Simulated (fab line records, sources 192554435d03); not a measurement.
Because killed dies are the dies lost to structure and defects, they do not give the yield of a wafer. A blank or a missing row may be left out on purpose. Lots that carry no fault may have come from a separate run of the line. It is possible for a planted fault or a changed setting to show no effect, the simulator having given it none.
Matching of chambers | flow n5 finfet | rie diel-02 running N5_FIN_SAQP_HM_OPEN_73: 4 sister chambers
The step chemistry CHF3/O2, target SiO2, stops on a-Si, target depth 12 nm, time 16.8 s. 4 wafers are shown with their chamber, then 7 later ones without.

## WAFERS, EACH WITH ITS CHAMBER
wafer  | chamber | drypump motor current A (A)
L079.3 | 3       | 6.3
L087.4 | 0       | 6.1
L087.5 | 2       | 5.2
L089.1 | 1       | 5.5

## WAFERS MISSING THEIR CHAMBER
wafer  | drypump motor current A (A)
L089.3 | 6.4
L089.4 | 5.2
L092.1 | 5.5
L092.3 | 6.3
L092.6 | 6.4
L096.1 | 6.4
L096.4 | 5.5

## EACH ONE'S CHAMBER
wafer  | from the rows above | in truth
L089.3 | 3                   | 3
L089.4 | 2                   | 2
L092.1 | 1                   | 1
L092.3 | 3                   | 3
L092.6 | 3                   | 3
L096.1 | 3                   | 3
L096.4 | 1                   | 1
Placed correctly: 7 of 7. Can't be placed from these rows: 0. Placed wrongly: 0.
How it was worked out, from the rows above alone: a wafer's distance from a chamber is the root of the sum, over the readings, of the square of ((its reading less the chamber's mean) divided by the reading's scatter). If the next closest chamber is less than 2 further off than the closest, the wafer can't be placed; otherwise it belongs to the closest. A chamber's mean is the mean of its shown wafers. The scatter (one wafer shown for each chamber): square how far every hidden wafer sits from the nearest shown wafer, average those squares and take the square root.
